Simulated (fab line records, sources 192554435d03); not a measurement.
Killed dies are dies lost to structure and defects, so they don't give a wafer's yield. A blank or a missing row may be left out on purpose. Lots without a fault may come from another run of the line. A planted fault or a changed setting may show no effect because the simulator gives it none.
Chamber matching | flow n5_finfet | N5_BEOL_M7_ETCH_65 on rie_diel-04: 4 sister chambers
The step etches SiARC in CF4, target depth 15.6 nm, time 26 s. 8 wafers are shown with their chamber, then 7 later ones without.

WAFERS WITH THEIR CHAMBER
wafer  | chamber | drypump_motor_current_A (A) | showerhead_plenum_p_Torr (Torr)
L079.1 | 2       | 5.8                         | 2.20
L079.5 | 1       | 6.1                         | 2.12
L083.4 | 0       | 4.7                         | 2.03
L088.1 | 2       | 5.7                         | 2.19
L088.3 | 3       | 5.9                         | 2.12
L088.5 | 3       | 5.9                         | 2.12
L091.1 | 1       | 6.1                         | 2.11
L091.2 | 0       | 4.7                         | 2.02

WAFERS WITHOUT THEIR CHAMBER
wafer  | drypump_motor_current_A (A) | showerhead_plenum_p_Torr (Torr)
L091.6 | 5.7                         | 2.19
L095.2 | 4.7                         | 2.02
L095.3 | 6.0                         | 2.11
L095.5 | 5.9                         | 2.11
L097.1 | 4.7                         | 2.02
L097.3 | 5.7                         | 2.19
L097.5 | 6.1                         | 2.11

WHICH CHAMBER EACH WENT THROUGH
wafer  | from the rows above     | in truth
L091.6 | 2                       | 2
L095.2 | 0                       | 0
L095.3 | can't be placed: 1 or 3 | 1
L095.5 | 3                       | 3
L097.1 | 0                       | 0
L097.3 | 2                       | 2
L097.5 | 1                       | 1
Placed correctly: 6 of 7. Can't be placed from these rows: 1 (the true chamber is among the candidates in 1). Placed wrongly: 0.
How it was worked out, from the rows above alone: a wafer's distance from a chamber is the root of the sum, over the readings, of the square of ((its reading less the chamber's mean) divided by the reading's scatter). The wafer belongs to the nearest chamber; if the next one is less than 2 further off, it can't be placed. A chamber's mean is the mean of its shown wafers. The scatter: the root of (the sum of the squares of (reading less its chamber's mean) over the shown wafers, divided by (wafers less chambers)).
